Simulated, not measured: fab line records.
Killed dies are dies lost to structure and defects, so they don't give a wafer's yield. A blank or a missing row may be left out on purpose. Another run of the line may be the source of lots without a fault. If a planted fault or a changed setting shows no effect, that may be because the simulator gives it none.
fab line records + flow n5-finfet
record:
- lots: 10
- wafers: 28
- last-day: 18
route steps=1938 shown FIN_SAQP@143 FIN_CUT@168 PASSIVATION@1936
lots that met no fault: from a run of the same line without faults
start-h: start of the lot's first displayed wafer, in hours after the record's first day + wait-h: how many hours have passed since the lot's step before this one + " as in the row above + L1.1+2: a row that stands for several wafers + - either no value or no given start + * or withheld: withheld + < > ~ a bound
route shown NAME@n: a module of which the file shows steps, and the number in the route of the first + usual: mean/standard deviation of fault-free wafers + same: alike in all rows + chamber/n: place in a boat + sites: per-site readings + _std_site: the standard deviation of these + _edge_site: outer sites' mean less inner sites' + radius-mm: how far each site lies from the wafer's centre + mask NAME#n: copy n + behind: tool/chamber where the wafer was last shaped + hold: cause of the lot's hold/its duration in hours/its outcome + device: names the non-switching transistor (n, p or np) + end of line: the tests these same wafers got at the end of their route + step lacking rows: just its recipe + killed: count of dies lost to structure and defects at first sort (not the wafer's yield) + map: a wafer's dies, x killed, . not, _ none there
set.NAME: the setting as run; set.NAME@STEP: as run at that earlier step + model.NAME: the simulator's own value behind a step, which no gauge read
route steps across a sampled set of lots; one table per step, one row per wafer
services: when a tool's chamber went out of use (start-h, in hours from the record's first day, below 0 if earlier), for how many hours, and the reason
== steps ==
step: N5_FIN_SAQP_ETCH_34
recipe:
- chemistry: C4F6/O2
- target: SiO2
- target-depth-a: 450
- time-s: 15
- ion-energy-ev: 250
- pressure-mtorr: 30
- source-w: 345
- bias-w: 185
- Ar_flow_sccm: 300
- C4F6_flow_sccm: 10
- O2_flow_sccm: 10
- ends: cleared
usual:
- drypump-motor-current-A: 5.7/0.45
- etch-rf-on-time-s: 14.9/0.35
- oes-product-au: 0.66/0.084
- rf-vpp-V: 666/12
- showerhead-plenum-p-Torr: 2.82/0.05
- throttle-valve-pct: 21.11/0.28
| lot.wafer | tool        | chamber | start-h | wait-h | drypump-motor-current-A | etch-rf-on-time-s | oes-product-au | rf-hours-counter-h | rf-vpp-V | showerhead-plenum-p-Torr | throttle-valve-pct |
|-----------|-------------|---------|---------|--------|-------------------------|-------------------|----------------|--------------------|----------|--------------------------|--------------------|
| L595.3    | rie-diel-06 | 0       | 32.17   | 0.0    | 5.8                     | 14.8              | 0.72           | 67                 | 660      | 2.78                     | 20.77              |
| L595.4    | "           | 1       | "       | "      | 5.7                     | 14.6              | 0.62           | -                  | 675      | 2.83                     | 21.14              |
| L595.6    | "           | 0       | "       | "      | 5.8                     | 14.9              | 0.71           | -                  | 659      | 2.78                     | 20.77              |
| L596.1    | rie-diel-01 | 1       | 39.70   | 0.0    | 6.3                     | 15.4              | 0.60           | 204                | 649      | 2.82                     | 21.17              |
| L596.2    | "           | 0       | "       | "      | 4.8                     | 14.9              | 0.62           | 177                | 671      | 2.85                     | 21.48              |
| L596.5    | "           | 0       | "       | "      | 4.8                     | 14.8              | 0.62           | -                  | 672      | 2.85                     | 21.49              |
| L597.1    | rie-diel-01 | 0       | 44.96   | 0.0    | 4.9                     | 14.8              | 0.62           | 179                | 671      | 2.85                     | 21.47              |
| L597.3    | "           | 2       | "       | "      | 5.8                     | 15.6              | 0.57           | 241                | 665      | 2.81                     | 21.33              |
| L597.6    | "           | 2       | "       | "      | 5.8                     | 15.7              | 0.57           | -                  | 667      | 2.81                     | 21.33              |
| L599.1    | rie-diel-06 | 2       | 56.30   | 0.0    | 4.9                     | 14.3              | 0.86           | 6                  | 689      | 2.90                     | 21.15              |
| L599.3    | "           | 1       | "       | "      | 5.7                     | 14.7              | 0.61           | 179                | 676      | 2.82                     | 21.16              |
| L600.4    | rie-diel-06 | 1       | 62.05   | 0.0    | 5.8                     | 14.6              | 0.62           | 180                | 674      | 2.82                     | 21.15              |
| L600.5    | "           | 0       | "       | "      | 5.7                     | 14.8              | 0.71           | -                  | 661      | 2.78                     | 20.79              |
| L603.3    | rie-diel-06 | 3       | 80.34   | 0.0    | 6.0                     | 15.3              | 0.59           | 196                | 663      | 2.82                     | 21.33              |
| L603.5    | "           | 2       | "       | "      | 4.9                     | 14.4              | 0.83           | -                  | 690      | 2.90                     | 21.17              |
| L603.6    | "           | 1       | "       | "      | 5.7                     | 14.7              | 0.61           | -                  | 675      | 2.82                     | 21.17              |
| L604.2    | rie-diel-06 | 1       | 86.81   | 0.0    | 5.8                     | 14.6              | 0.61           | 189                | 675      | 2.82                     | 21.16              |
| L604.5    | "           | 0       | "       | "      | 5.7                     | 14.8              | 0.70           | -                  | 658      | 2.78                     | 20.82              |
| L604.6    | "           | 3       | "       | "      | 6.0                     | 15.0              | 0.59           | -                  | 664      | 2.82                     | 21.34              |
| L606.2    | rie-diel-01 | 2       | 99.25   | 0.0    | 5.8                     | 15.2              | 0.83           | 1                  | 665      | 2.80                     | 21.05              |
| L606.3    | "           | 0       | "       | "      | 4.8                     | 14.9              | 0.61           | 199                | 669      | 2.84                     | 21.51              |
| L606.6    | "           | 0       | "       | "      | 4.8                     | 14.9              | 0.61           | -                  | 671      | 2.84                     | 21.51              |
| L616.1    | rie-diel-03 | 0       | 160.80  | 0.0    | 5.2                     | 14.9              | 0.62           | 188                | 675      | 2.73                     | 21.09              |
| L616.3    | "           | 3       | "       | "      | 5.8                     | 14.9              | 0.67           | 98                 | 640      | 2.88                     | 21.25              |
| L616.5    | "           | 1       | "       | "      | 5.9                     | 14.6              | 0.81           | -                  | 671      | 2.88                     | 20.47              |
| L617.2    | rie-diel-06 | 1       | 164.30  | 0.0    | 5.7                     | 14.6              | 0.59           | 215                | 674      | 2.81                     | 21.22              |
| L617.3    | "           | 0       | "       | "      | 5.7                     | 14.8              | 0.68           | 114                | 660      | 2.76                     | 20.85              |
| L617.6    | "           | 1       | "       | "      | 5.7                     | 14.5              | 0.60           | -                  | 675      | 2.81                     | 21.20              |
step: N5_FIN_CUT_ETCH_20
recipe:
- chemistry: CF4
- target: SiARC
- target-depth-a: 260
- mask-material: CAR-EUV
- time-s: 43.3
- ion-energy-ev: 80
- pressure-mtorr: 40
- source-w: 545
- bias-w: 36
- Ar_flow_sccm: 100
- cf4-flow-sccm: 100
- ends: cleared
usual:
- drypump-motor-current-A: 5.7/0.31
- etch-rf-on-time-s: 44.1/1.1
- oes-product-au: 0.62/0.053
- rf-vpp-V: 184.2/1.1
- showerhead-plenum-p-Torr: 2.14/0.064
- throttle-valve-pct: 15.68/0.21
| lot.wafer | tool        | chamber | start-h | wait-h | drypump-motor-current-A | etch-rf-on-time-s | oes-product-au | rf-hours-counter-h | rf-vpp-V | showerhead-plenum-p-Torr | throttle-valve-pct |
|-----------|-------------|---------|---------|--------|-------------------------|-------------------|----------------|--------------------|----------|--------------------------|--------------------|
| L595.3    | rie-diel-04 | 0       | 33.11   | 0.0    | 5.7                     | 46.0              | 0.64           | 141                | 183.2    | 2.14                     | 15.87              |
| L595.4    | "           | 3       | "       | "      | 5.5                     | 42.4              | 0.64           | 179                | 184.1    | 2.04                     | 15.88              |
| L595.6    | "           | 2       | "       | "      | 5.7                     | 44.0              | 0.60           | -                  | 184.3    | 2.13                     | 15.60              |
| L596.1    | rie-diel-02 | 1       | 41.34   | 0.0    | 5.8                     | 45.2              | 0.59           | 193                | 184.9    | 2.21                     | 15.57              |
| L596.2    | "           | 2       | "       | "      | 5.7                     | 43.2              | 0.61           | 198                | 184.1    | 2.21                     | 15.61              |
| L596.5    | "           | 3       | "       | "      | 5.5                     | 44.7              | 0.58           | -                  | 184.8    | 2.11                     | 15.93              |
| L597.1    | rie-diel-05 | 0       | 45.90   | 0.0    | 5.3                     | 43.8              | 0.66           | 130                | 185.2    | 2.14                     | 15.50              |
| L597.3    | "           | 3       | "       | "      | 6.3                     | 45.0              | 0.59           | 220                | 182.7    | 2.03                     | 15.98              |
| L597.6    | "           | 3       | "       | "      | 6.3                     | 44.9              | 0.58           | -                  | 183.7    | 2.03                     | 15.97              |
| L599.1    | rie-diel-02 | 1       | 57.25   | 0.0    | 5.8                     | 44.5              | 0.59           | 197                | 185.2    | 2.21                     | 15.57              |
| L599.3    | "           | 3       | "       | "      | 5.5                     | 43.7              | 0.58           | 221                | 183.6    | 2.11                     | 15.93              |
| L600.4    | rie-diel-02 | 1       | 63.13   | 0.0    | 5.8                     | 44.2              | 0.59           | 199                | 184.0    | 2.21                     | 15.57              |
| L600.5    | "           | 1       | "       | "      | 5.8                     | 44.9              | 0.59           | -                  | 185.7    | 2.21                     | 15.59              |
| L603.3    | rie-diel-02 | 2       | 81.28   | 0.0    | 5.7                     | 42.7              | 0.60           | 210                | 186.0    | 2.21                     | 15.62              |
| L603.5    | "           | 3       | "       | "      | 5.5                     | 44.2              | 0.58           | -                  | 184.4    | 2.11                     | 15.96              |
| L603.6    | "           | 0       | "       | "      | 5.3                     | 45.0              | 0.63           | -                  | 182.3    | 2.06                     | 15.69              |
| L604.2    | rie-diel-02 | 0       | 87.76   | 0.0    | 5.3                     | 45.2              | 0.63           | 160                | 183.7    | 2.05                     | 15.69              |
| L604.5    | "           | 2       | "       | "      | 5.7                     | 43.0              | 0.60           | -                  | 183.9    | 2.21                     | 15.62              |
| L604.6    | "           | 3       | "       | "      | 5.4                     | 44.7              | 0.58           | -                  | 183.3    | 2.11                     | 15.96              |
| L606.2    | rie-diel-05 | 2       | 100.23  | 0.0    | 5.9                     | 42.9              | 0.64           | 133                | 184.5    | 2.14                     | 15.38              |
| L606.3    | "           | 3       | "       | "      | 6.3                     | 45.6              | 0.56           | 237                | 182.6    | 2.03                     | 16.02              |
| L606.6    | "           | 1       | "       | "      | 5.1                     | 42.8              | 0.78           | -                  | 184.9    | 2.20                     | 15.37              |
| L616.1    | rie-diel-04 | 1       | 161.75  | 0.0    | 5.9                     | 43.7              | 0.62           | 165                | 185.5    | 2.23                     | 15.58              |
| L616.3    | "           | 0       | "       | "      | 5.7                     | 46.0              | 0.60           | 180                | 184.0    | 2.13                     | 15.96              |
| L616.5    | "           | 0       | "       | "      | 5.7                     | 45.8              | 0.61           | -                  | 185.0    | 2.13                     | 15.92              |
| L617.2    | rie-diel-02 | 1       | 165.40  | 0.0    | 5.8                     | 44.9              | 0.58           | 230                | 184.7    | 2.20                     | 15.64              |
| L617.3    | "           | 1       | "       | "      | 5.8                     | 44.5              | 0.57           | -                  | 185.2    | 2.20                     | 15.66              |
| L617.6    | "           | 2       | "       | "      | 5.7                     | 43.5              | 0.58           | -                  | 183.0    | 2.20                     | 15.69              |
step: N5_FIN_CUT_STRIP_24
recipe:
- chemistry: CF4
- resist: SiARC
- power-w: 300
- bias-power-w: 75
- pressure-mtorr: 50
- cf4-flow-sccm: 150
- rf-frequency-hz: 6e+07
usual:
- drypump-motor-current-A: 5.7/0.31
- oes-product-au: 0.72/0.056
- rf-vpp-V: 271.2/1.4
- showerhead-plenum-p-Torr: 1.79/0.05
- throttle-valve-pct: 13.67/0.21
| lot.wafer | tool        | chamber | start-h | wait-h | drypump-motor-current-A | oes-product-au | rf-hours-counter-h | rf-vpp-V | showerhead-plenum-p-Torr | throttle-valve-pct |
|-----------|-------------|---------|---------|--------|-------------------------|----------------|--------------------|----------|--------------------------|--------------------|
| L595.3    | rie-diel-04 | 0       | 33.48   | 0.0    | 5.7                     | 0.76           | 141                | 270.1    | 1.79                     | 13.80              |
| L595.4    | "           | 3       | "       | "      | 5.5                     | 0.73           | 179                | 269.2    | 1.72                     | 13.90              |
| L595.6    | "           | 2       | "       | "      | 5.8                     | 0.71           | -                  | 270.9    | 1.78                     | 13.58              |
| L596.1    | rie-diel-02 | 1       | 41.71   | 0.0    | 5.8                     | 0.70           | 193                | 272.7    | 1.84                     | 13.53              |
| L596.2    | "           | 2       | "       | "      | 5.7                     | 0.70           | 199                | 273.5    | 1.85                     | 13.59              |
| L596.5    | "           | 3       | "       | "      | 5.5                     | 0.69           | -                  | 271.0    | 1.77                     | 13.92              |
| L597.1    | rie-diel-05 | 0       | 46.26   | 0.0    | 5.3                     | 0.76           | 130                | 271.9    | 1.79                     | 13.49              |
| L597.3    | "           | 3       | "       | "      | 6.3                     | 0.69           | 220                | 269.1    | 1.70                     | 13.98              |
| L597.6    | "           | 3       | "       | "      | 6.3                     | 0.68           | -                  | 268.8    | 1.70                     | 13.98              |
| L599.1    | rie-diel-02 | 1       | 57.61   | 0.0    | 5.8                     | 0.69           | 197                | 271.6    | 1.84                     | 13.53              |
| L599.3    | "           | 3       | "       | "      | 5.5                     | 0.69           | 221                | 270.7    | 1.77                     | 13.93              |
| L600.4    | rie-diel-02 | 1       | 63.49   | 0.0    | 5.8                     | 0.69           | 199                | 272.4    | 1.84                     | 13.54              |
| L600.5    | "           | 1       | "       | "      | 5.9                     | 0.69           | -                  | 272.1    | 1.84                     | 13.55              |
| L603.3    | rie-diel-02 | 2       | 81.64   | 0.0    | 5.7                     | 0.69           | 211                | 271.2    | 1.84                     | 13.60              |
| L603.5    | "           | 3       | "       | "      | 5.5                     | 0.68           | -                  | 272.5    | 1.77                     | 13.94              |
| L603.6    | "           | 0       | "       | "      | 5.3                     | 0.74           | -                  | 269.0    | 1.74                     | 13.74              |
| L604.2    | rie-diel-02 | 0       | 88.12   | 0.0    | 5.3                     | 0.74           | 160                | 267.8    | 1.74                     | 13.75              |
| L604.5    | "           | 2       | "       | "      | 5.6                     | 0.69           | -                  | 273.0    | 1.84                     | 13.62              |
| L604.6    | "           | 3       | "       | "      | 5.4                     | 0.68           | -                  | 268.7    | 1.77                     | 13.96              |
| L606.2    | rie-diel-05 | 2       | 100.59  | 0.0    | 5.9                     | 0.75           | 133                | 271.1    | 1.79                     | 13.35              |
| L606.3    | "           | 3       | "       | "      | 6.3                     | 0.67           | 237                | 267.9    | 1.70                     | 14.02              |
| L606.6    | "           | 1       | "       | "      | 5.1                     | 0.90           | -                  | 271.4    | 1.85                     | 13.33              |
| L616.1    | rie-diel-04 | 1       | 162.11  | 0.0    | 5.9                     | 0.72           | 165                | 271.6    | 1.87                     | 13.55              |
| L616.3    | "           | 0       | "       | "      | 5.7                     | 0.73           | 181                | 269.9    | 1.78                     | 13.88              |
| L616.5    | "           | 0       | "       | "      | 5.7                     | 0.71           | -                  | 270.7    | 1.78                     | 13.89              |
| L617.2    | rie-diel-02 | 1       | 165.94  | 0.0    | 5.8                     | 0.67           | 231                | 273.1    | 1.83                     | 13.62              |
| L617.3    | "           | 1       | "       | "      | 5.8                     | 0.67           | -                  | 271.6    | 1.83                     | 13.62              |
| L617.6    | "           | 2       | "       | "      | 5.6                     | 0.68           | -                  | 273.5    | 1.83                     | 13.68              |
step: N5_FIN_CUT_CUT_ETCH_28
recipe:
- chemistry: HBr/Cl2/O2
- target: Si
- target-depth-a: 60
- mask-material: SOC
- time-s: 2.4
- ion-energy-ev: *
- bias-w: *
- pressure-mtorr: 10
- icp-w: 800
- HBr_flow_sccm: 150
- Cl2_flow_sccm: 80
- O2_flow_sccm: 12
usual:
- drypump-motor-current-A: 5.7/0.36
- oes-product-au: 0.998/0.016
- throttle-valve-pct: 37.1/0.32
| lot.wafer | tool      | chamber | start-h | wait-h | drypump-motor-current-A | oes-product-au | rf-hours-counter-h | throttle-valve-pct |
|-----------|-----------|---------|---------|--------|-------------------------|----------------|--------------------|--------------------|
| L595.3    | rie-si-01 | 0       | 33.74   | 0.0    | 5.8                     | 1.008          | 105                | 36.9               |
| L595.4    | "         | 2       | "       | "      | 5.7                     | 0.982          | 170                | 37.1               |
| L595.6    | "         | 3       | "       | "      | 5.7                     | 0.987          | -                  | 37.4               |
| L596.1    | rie-si-01 | 2       | 41.97   | 0.0    | 5.7                     | 0.972          | 171                | 37.1               |
| L596.2    | "         | 3       | "       | "      | 5.7                     | 0.980          | 139                | 37.4               |
| L596.5    | "         | 0       | "       | "      | 5.8                     | 1.017          | -                  | 36.9               |
| L597.1    | rie-si-06 | 3       | 46.53   | 0.0    | 5.5                     | 0.988          | 76                 | 37.1               |
| L597.3    | "         | 0       | "       | "      | 5.5                     | 1.012          | 50                 | 36.3               |
| L597.6    | "         | 3       | "       | "      | 5.5                     | 0.981          | -                  | 37.1               |
| L599.1    | rie-si-06 | 1       | 57.88   | 0.0    | 5.7                     | 0.979          | 4                  | 37.7               |
| L599.3    | "         | 0       | "       | "      | 5.5                     | 0.999          | 51                 | 36.3               |
| L600.4    | rie-si-02 | 3       | 63.76   | 0.0    | 6.4                     | 1.021          | 158                | 37.3               |
| L600.5    | "         | 3       | "       | "      | 6.4                     | 1.008          | -                  | 37.3               |
| L603.3    | rie-si-06 | 0       | 81.91   | 0.0    | 5.5                     | 1.011          | 51                 | 36.3               |
| L603.5    | "         | 0       | "       | "      | 5.5                     | 1.007          | -                  | 36.3               |
| L603.6    | "         | 3       | "       | "      | 5.4                     | 0.983          | -                  | 37.1               |
| L604.2    | rie-si-01 | 0       | 88.39   | 0.0    | 5.8                     | 1.011          | 106                | 36.9               |
| L604.5    | "         | 2       | "       | "      | 5.7                     | 0.972          | -                  | 37.1               |
| L604.6    | "         | 3       | "       | "      | 5.7                     | 0.978          | -                  | 37.4               |
| L606.2    | rie-si-06 | 0       | 100.86  | 0.0    | 5.4                     | 1.003          | 51                 | 36.3               |
| L606.3    | "         | 1       | "       | "      | 5.7                     | 0.977          | 4                  | 37.7               |
| L606.6    | "         | 3       | "       | "      | 5.4                     | 0.983          | -                  | 37.1               |
| L616.1    | rie-si-01 | 0       | 162.38  | 0.0    | 5.8                     | 1.008          | 108                | 36.9               |
| L616.3    | "         | 2       | "       | "      | 5.7                     | 0.981          | 173                | 37.1               |
| L616.5    | "         | 1       | "       | "      | 6.1                     | 1.023          | -                  | 36.9               |
| L617.2    | rie-si-01 | 0       | 166.26  | 0.0    | 5.8                     | 1.006          | 108                | 36.9               |
| L617.3    | "         | 2       | "       | "      | 5.7                     | 0.984          | 173                | 37.1               |
| L617.6    | "         | 2       | "       | "      | 5.7                     | 0.982          | -                  | 37.1               |
step: N5_FIN_CUT_INSPECT_17
recipe:
- inspect-instrument: brightfield
- mode: aei
usual:
- raw-defect-count: 232/66
| lot.wafer | tool              | chamber | start-h | wait-h | raw-defect-count |
|-----------|-------------------|---------|---------|--------|------------------|
| L595.3    | defect-inspect-01 | -       | 33.98   | 0.0    | 202              |
| L595.4    | "                 | -       | "       | "      | 196              |
| L595.6    | "                 | -       | "       | "      | 188              |
| L596.1    | defect-inspect-02 | -       | 42.31   | 0.0    | 130              |
| L596.2    | "                 | -       | "       | "      | 224              |
| L596.5    | "                 | -       | "       | "      | 177              |
| L597.1    | defect-inspect-02 | -       | 46.92   | 0.0    | 151              |
| L597.3    | "                 | -       | "       | "      | 289              |
| L597.6    | "                 | -       | "       | "      | 207              |
| L599.1    | defect-inspect-01 | -       | 58.10   | 0.0    | 267              |
| L599.3    | "                 | -       | "       | "      | 203              |
| L600.4    | defect-inspect-02 | -       | 63.99   | 0.0    | 139              |
| L600.5    | "                 | -       | "       | "      | 181              |
| L603.3    | defect-inspect-02 | -       | 82.15   | 0.0    | 623              |
| L603.5    | "                 | -       | "       | "      | 228              |
| L603.6    | "                 | -       | "       | "      | 174              |
| L604.2    | defect-inspect-02 | -       | 88.62   | 0.0    | 113              |
| L604.5    | "                 | -       | "       | "      | 584              |
| L604.6    | "                 | -       | "       | "      | 255              |
| L606.2    | defect-inspect-02 | -       | 101.08  | 0.0    | 278              |
| L606.3    | "                 | -       | "       | "      | 453              |
| L606.6    | "                 | -       | "       | "      | 419              |
| L616.1    | defect-inspect-02 | -       | 162.61  | 0.0    | 313              |
| L616.3    | "                 | -       | "       | "      | 157              |
| L616.5    | "                 | -       | "       | "      | 223              |
| L617.2    | defect-inspect-01 | -       | 166.63  | 0.0    | 173              |
| L617.3    | "                 | -       | "       | "      | 247              |
| L617.6    | "                 | -       | "       | "      | 214              |
step: N5_PASSIVATION_PROBE_49
usual:
- killed_at_M0_to_M3: 35/11
- killed_at_M4_up: 14/5.4
- killed-at-contacts: 13/6
- killed-at-front-end: 38/11
- killed-at-other: 3.4/2.6
- killed-dies: 104/19
- killed-open: 68/13
- killed-short: 34/8.5
same:
- gross-dies: 1180
- killed-at-back-side: 0
| lot.wafer | tool      | chamber | start-h | wait-h | killed_at_M0_to_M3 | killed_at_M4_up | killed-at-contacts | killed-at-front-end | killed-at-other | killed-dies | killed-open | killed-short |
|-----------|-----------|---------|---------|--------|--------------------|-----------------|--------------------|---------------------|-----------------|-------------|-------------|--------------|
| L604.2    | prober-02 | -       | 355.92  | 0.1    | 31                 | 11              | 11                 | 39                  | 4               | 96          | 72          | 23           |
| L604.5    | prober-02 | -       | 356.07  | 0.2    | 41                 | 20              | 7                  | 158                 | 4               | 230         | 76          | 38           |
| L604.6    | prober-02 | -       | 356.12  | 0.3    | 57                 | 23              | 12                 | 50                  | 4               | 146         | 95          | 49           |
| L603.3    | prober-02 | -       | 362.69  | 0.1    | 18                 | 7               | 5                  | 149                 | 8               | 187         | 46          | 29           |
| L603.5    | prober-02 | -       | 362.79  | 0.2    | 40                 | 14              | 4                  | 17                  | 6               | 81          | 46          | 34           |
| L603.6    | prober-02 | -       | 362.84  | 0.3    | 52                 | 6               | 4                  | 24                  | 2               | 88          | 52          | 34           |
killed by level:class
L604.2 BEOL_M0_SAQP:geometric-particle:open=11 MOL_CONTACT_COAG:geometric-particle:open=9 DUMMY_GATE:geometric-particle:open=8 FIN_SAQP:geometric-particle:open=5 STI_FIN_REVEAL:geometric-particle:open=5 STARTING-WAFER:geometric-particle:short=5 GATE_CUT:geometric-particle:short=4 GATE_CUT:geometric-particle:open=4
L604.5 FIN_CUT:unspecified=116 FIN_SAQP:geometric-particle:open=14 STI_FIN_REVEAL:geometric-particle:open=10 FIN_SAQP:geometric-particle:short=9 BEOL_M0_SAQP:geometric-particle:open=9 BEOL_M2:geometric-particle:open=7 BEOL_M4:geometric-particle:open=7 BEOL_M0_SAQP:geometric-particle:short=6
L604.6 FIN_SAQP:geometric-particle:open=12 BEOL_M0_SAQP:geometric-particle:short=11 MOL_CONTACT_COAG:geometric-particle:open=10 BEOL_M2:geometric-particle:open=9 FIN_SAQP:geometric-particle:short=8 BEOL_M0_SAQP:geometric-particle:open=8 BEOL_M1:geometric-particle:open=8 BEOL_M5:geometric-particle:open=8
L603.3 FIN_CUT:unspecified=112 FIN_SAQP:geometric-particle:open=11 BEOL_M0_SAQP:geometric-particle:short=7 FIN_SAQP:geometric-particle:short=6 MOL_CONTACT_COAG:geometric-particle:open=5 PASS1_CAP:geometric-particle:open=5 BEOL_M2:geometric-particle:open=4 STARTING-WAFER:geometric-particle:short=4
L603.5 BEOL_M2:geometric-particle:open=9 BEOL_M4:geometric-particle:open=9 BEOL_M3:geometric-particle:open=7 FIN_SAQP:geometric-particle:short=6 BEOL_M0_SAQP:geometric-particle:open=6 BEOL_M0_SAQP:geometric-particle:short=5 PASS1_CAP:geometric-particle:short=5 BEOL_M2:geometric-particle:short=4
L603.6 BEOL_M3:geometric-particle:open=13 BEOL_M0_SAQP:geometric-particle:short=12 BEOL_M0_SAQP:geometric-particle:open=11 FIN_SAQP:geometric-particle:open=5 BEOL_M0:geometric-particle:open=5 FIN_SAQP:geometric-particle:short=4 MOL_CONTACT_COAG:geometric-particle:open=3 BEOL_M2:geometric-particle:open=3
== services ==
| tool        | chamber | start-h | hours | kind                          |
|-------------|---------|---------|-------|-------------------------------|
| rie-diel-02 | 0       | 9.42    | 19.9  | repair                        |
| rie-diel-06 | 2       | 14.77   | -     | clean                         |
| rie-diel-06 | 2       | 14.77   | -     | consumable-replace:focus-ring |
| rie-diel-06 | 2       | 14.77   | 21.9  | scheduled-down                |
| rie-diel-06 | 2       | 14.77   | 21.9  | vent-cycle                    |
| rie-diel-03 | 2       | 20.41   | 8.1   | repair                        |
| rie-si-02   | 3       | 27.22   | 3.3   | repair                        |
| rie-diel-05 | 1       | 36.36   | -     | clean                         |
| rie-diel-05 | 1       | 36.36   | -     | consumable-replace:focus-ring |
| rie-diel-01 | -       | 36.51   | 0.7   | repair                        |
| rie-si-02   | 0       | 45.54   | 1.7   | repair                        |
| rie-diel-06 | 0       | 76.12   | 3.5   | repair                        |
| rie-si-01   | 2       | 92.28   | 4.2   | repair                        |
| rie-si-01   | 0       | 99.71   | 3.0   | repair                        |
| rie-diel-05 | 2       | 115.35  | 6.4   | repair                        |
| rie-si-06   | -       | 116.06  | 28.1  | pm                            |
| rie-si-01   | 1       | 119.62  | 22.1  | repair                        |
| rie-si-01   | 2       | 121.47  | 5.6   | repair                        |
| rie-diel-06 | 2       | 127.22  | 13.3  | repair                        |
| rie-diel-04 | 3       | 129.24  | 4.7   | repair                        |
| rie-diel-01 | 3       | 129.40  | 7.0   | repair                        |
| rie-diel-05 | 3       | 129.79  | 4.6   | repair                        |
| rie-diel-06 | 1       | 153.08  | 4.2   | repair                        |
| rie-diel-02 | 3       | 158.29  | 9.1   | repair                        |
== key ==
first-sign:
- step: N5_FIN_CUT_INSPECT_17
- reading: raw-defect-count
- direction: up
- sigmas: 5.6
- usual: 232
- struck: 604
effect:
- step: N5_PASSIVATION_PROBE_49
- reading: killed-at-front-end
- direction: up
- sigmas: 11
- usual: 38
- struck: 154
more-kills-born-at:
- N5_FIN_CUT_ETCH_20@rie-diel-02: 228
met-at N5_FIN_CUT_ETCH_20
struck-lots L603,L604
struck-wafers L603.3,L604.5
tester-left-out L603,L604
not-acting-at N5_FIN_SAQP_ETCH_34,N5_FIN_CUT_STRIP_24,N5_FIN_CUT_CUT_ETCH_28
onset-between 41.34 81.28
fault:
- kind: chamber-particle-source
- tool: rie-diel-02
- chamber: 2
- onset-h: 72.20
- steps: N5_FIN_CUT_ETCH_20
- rate-per-visit-cm2: 0.62829
- end-h: 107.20
tester-left-out: of these lots the tester's yield and bins aren't shown, on N5 and GAA mostly nor the transistor test; their killed dies are dies lost to structure and defects alone, not to doping, threshold or leakage, so they don't give the yield
